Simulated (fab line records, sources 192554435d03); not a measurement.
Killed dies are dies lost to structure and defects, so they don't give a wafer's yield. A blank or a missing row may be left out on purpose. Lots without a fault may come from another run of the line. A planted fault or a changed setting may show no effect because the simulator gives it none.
Split-lot experiment | flow n5_finfet | 7 lots, 21 wafers read, on a route of 1938 steps

THE SPLIT
At N5_SDB_EXPOSE_08 (exposes mask SDB), the setting dose_mj was moved away from the recipe's 49.6 on 8 of the 21 wafers read, by -7.4% to +5.6%. The other wafers ran this setting at the recipe's value.

FROM THE SPLIT TO THE READING: what the file shows between them, 2 steps
- N5_SDB_PEB_09: peb time 60 s
- N5_SDB_DEVELOP_10: develop time 30 s

THE READING
cd_nm, in nm, at N5_SDB_CD_MEAS_11 (target cd 50 nm). Fault-free wafers of this fab line usually give 49.5 nm, standard deviation 1.3 nm.

wafer  | tool, chamber at the split | dose_mj as run | against the recipe | cd_nm, nm | against lot-mates on the recipe
L075.1 | arfi_scanner-01, 0         | 49.6           | recipe             | 51.0      | -
L075.3 | arfi_scanner-01, 0         | 48.12          | -3.0%              | 47.5      | -3.5
L075.5 | arfi_scanner-01, 0         | 48.12          | -3.0%              | 47.1      | -3.9
L081.4 | arfi_scanner-01, 0         | 49.6           | recipe             | 50.6      | -
L081.5 | arfi_scanner-01, 0         | 49.6           | recipe             | 49.6      | -
L081.6 | arfi_scanner-01, 0         | 49.6           | recipe             | 48.9      | -
L082.1 | arfi_scanner-01, 0         | 52.38          | +5.6%              | 57.0      | +8.7
L082.4 | arfi_scanner-01, 0         | 49.6           | recipe             | 47.9      | -
L082.5 | arfi_scanner-01, 0         | 49.6           | recipe             | 48.8      | -
L085.2 | arfi_scanner-03, 0         | 52.07          | +5.0%              | 52.7      | +5.2
L085.4 | arfi_scanner-03, 0         | 52.07          | +5.0%              | 53.6      | +6.1
L085.6 | arfi_scanner-03, 0         | 49.6           | recipe             | 47.5      | -
L086.4 | arfi_scanner-02, 0         | 49.6           | recipe             | 49.4      | -
L086.5 | arfi_scanner-02, 0         | 49.6           | recipe             | 49.7      | -
L086.6 | arfi_scanner-02, 0         | 49.6           | recipe             | 49.5      | -
L089.4 | arfi_scanner-01, 0         | 45.95          | -7.4%              | 40.9      | -6.8
L089.5 | arfi_scanner-01, 0         | 45.95          | -7.4%              | 39.3      | -8.4
L089.6 | arfi_scanner-01, 0         | 49.6           | recipe             | 47.7      | -
L097.1 | arfi_scanner-03, 0         | 50.91          | +2.6%              | 51.2      | +1.9
L097.2 | arfi_scanner-03, 0         | 49.6           | recipe             | 49.8      | -
L097.3 | arfi_scanner-03, 0         | 49.6           | recipe             | 48.8      | -

THE FIT
A straight line over all 21 wafers: cd_nm changes by +1.09 nm for each +1% of dose_mj; r = +0.95; the points scatter about the line by 1.2 nm.
The same after taking each lot's own level away (the mean of its wafers on the recipe; 21 wafers): +1.14 nm for each +1%; r = +0.98; scatter 0.79 nm.
On that fit, the largest move of dose_mj shifts the reading by 8.4 nm.
The lots' own levels span 47.50 to 51.00 nm, that is 2.7 times the standard deviation above.
So the lot-to-lot level changes the slope little: the two slopes agree.
Check: with one of the wafers moved furthest among these (-7.4%) left out of the fit, the line predicts -8.9 nm for it against its lot-mates. It came out at -6.8 nm against them.

OTHER SPLITS ON THESE WAFERS
These wafers also went through other splits before the reading. Each is held against what the fit with the lots' levels taken away leaves over:
other split on the same wafers | wafers away from the commonest value | r with cd_nm (lot level and that fit taken away)
N5_SD_EPI_N_DESCUM_14 time_s   | 9                                    | +0.01
N5_SDB_COAT_05 spin_rpm        | 9                                    | +0.18

THE FILE'S OWN FIT
cd_nm changes by +1.17 nm for each +1% of dose_mj, r = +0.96.
